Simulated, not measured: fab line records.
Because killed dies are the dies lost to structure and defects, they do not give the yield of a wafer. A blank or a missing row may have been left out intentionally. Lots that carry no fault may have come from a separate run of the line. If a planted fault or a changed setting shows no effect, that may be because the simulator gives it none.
Chamber matching || flow nand-harc || 4 sister chambers for NHARC_A_M1_ETCH_35 on rie-diel-05
The step etches the open film in N2/H2, target depth 40 nm, overetch 12 nm, time 43.94 s. 14 wafers are shown with their chamber, then 7 later ones without.

## WAFERS, EACH WITH ITS CHAMBER
{"wafer": "L074.1", "chamber": 1, "drypump-motor-current-A (A)": 6.6, "oes-product-au (a.u.)": 0.983, "rf-vpp-V (V)": 430.2}
{"wafer": "L074.3", "chamber": 2, "drypump-motor-current-A (A)": 5.5, "oes-product-au (a.u.)": 0.993, "rf-vpp-V (V)": 430.8}
{"wafer": "L074.6", "chamber": 3, "drypump-motor-current-A (A)": 5.2, "oes-product-au (a.u.)": 0.995, "rf-vpp-V (V)": 426.3}
{"wafer": "L075.2", "chamber": 1, "drypump-motor-current-A (A)": 6.7, "oes-product-au (a.u.)": 0.974, "rf-vpp-V (V)": 430.9}
{"wafer": "L075.3", "chamber": 2, "drypump-motor-current-A (A)": 5.5, "oes-product-au (a.u.)": 0.993, "rf-vpp-V (V)": 429.3}
{"wafer": "L075.5", "chamber": 1, "drypump-motor-current-A (A)": 6.7, "oes-product-au (a.u.)": 0.983, "rf-vpp-V (V)": 430.4}
{"wafer": "L078.2", "chamber": 0, "drypump-motor-current-A (A)": 6.4, "oes-product-au (a.u.)": 1.004, "rf-vpp-V (V)": 430.1}
{"wafer": "L078.4", "chamber": 0, "drypump-motor-current-A (A)": 6.3, "oes-product-au (a.u.)": 1.006, "rf-vpp-V (V)": 430.3}
{"wafer": "L078.5", "chamber": 1, "drypump-motor-current-A (A)": 6.6, "oes-product-au (a.u.)": 0.981, "rf-vpp-V (V)": 430.2}
{"wafer": "L090.2", "chamber": 3, "drypump-motor-current-A (A)": 5.2, "oes-product-au (a.u.)": 1.001, "rf-vpp-V (V)": 427.8}
{"wafer": "L090.5", "chamber": 3, "drypump-motor-current-A (A)": 5.2, "oes-product-au (a.u.)": 1.001, "rf-vpp-V (V)": 428.0}
{"wafer": "L090.6", "chamber": 0, "drypump-motor-current-A (A)": 6.3, "oes-product-au (a.u.)": 0.993, "rf-vpp-V (V)": 428.7}
{"wafer": "L091.1", "chamber": 2, "drypump-motor-current-A (A)": 5.5, "oes-product-au (a.u.)": 1.003, "rf-vpp-V (V)": 429.6}
{"wafer": "L091.3", "chamber": 0, "drypump-motor-current-A (A)": 6.4, "oes-product-au (a.u.)": 0.998, "rf-vpp-V (V)": 428.4}

SIGNATURES (means of the wafers above)
{"reading": "drypump-motor-current-A", "chamber 0": 6.350, "chamber 1": 6.650, "chamber 2": 5.500, "chamber 3": 5.200, "scatter within a chamber": 0.0447}
{"reading": "oes-product-au", "chamber 0": 1.00025, "chamber 1": 0.98025, "chamber 2": 0.99633, "chamber 3": 0.99900, "scatter within a chamber": 0.005}
{"reading": "rf-vpp-V", "chamber 0": 429.375, "chamber 1": 430.425, "chamber 2": 429.900, "chamber 3": 427.367, "scatter within a chamber": 0.781}
Rule: for each reading, subtract the chamber's mean from the wafer's reading, divide by that reading's scatter and square the result; add these up over the readings and take the root, which gives the wafer's distance from the chamber. If the next closest chamber is less than 2 further off than the closest, the wafer can't be placed; otherwise it belongs to the closest. The scatter is the square root of a quotient: the sum, over the shown wafers, of each reading's squared deviation from its chamber's mean, divided by wafers minus chambers.

## WAFERS MISSING THEIR CHAMBER
{"wafer": "L091.6", "drypump-motor-current-A (A)": 6.7, "oes-product-au (a.u.)": 0.980, "rf-vpp-V (V)": 430.3}
{"wafer": "L095.1", "drypump-motor-current-A (A)": 5.2, "oes-product-au (a.u.)": 1.001, "rf-vpp-V (V)": 427.1}
{"wafer": "L095.3", "drypump-motor-current-A (A)": 6.3, "oes-product-au (a.u.)": 0.993, "rf-vpp-V (V)": 430.7}
{"wafer": "L095.4", "drypump-motor-current-A (A)": 6.7, "oes-product-au (a.u.)": 0.971, "rf-vpp-V (V)": 429.4}
{"wafer": "L096.2", "drypump-motor-current-A (A)": 6.4, "oes-product-au (a.u.)": 1.009, "rf-vpp-V (V)": 429.7}
{"wafer": "L096.5", "drypump-motor-current-A (A)": 6.4, "oes-product-au (a.u.)": 1.006, "rf-vpp-V (V)": 429.3}
{"wafer": "L096.6", "drypump-motor-current-A (A)": 6.6, "oes-product-au (a.u.)": 0.987, "rf-vpp-V (V)": 429.7}

## WHICH CHAMBER EACH ONE RAN IN
{"wafer": "L091.6", "from the rows above": 1, "in truth": 1}
{"wafer": "L095.1", "from the rows above": 3, "in truth": 3}
{"wafer": "L095.3", "from the rows above": 0, "in truth": 0}
{"wafer": "L095.4", "from the rows above": 1, "in truth": 1}
{"wafer": "L096.2", "from the rows above": 0, "in truth": 0}
{"wafer": "L096.5", "from the rows above": 0, "in truth": 0}
{"wafer": "L096.6", "from the rows above": 1, "in truth": 1}
Placed correctly: 7 of 7. Can't be placed from these rows: 0. Placed wrongly: 0.
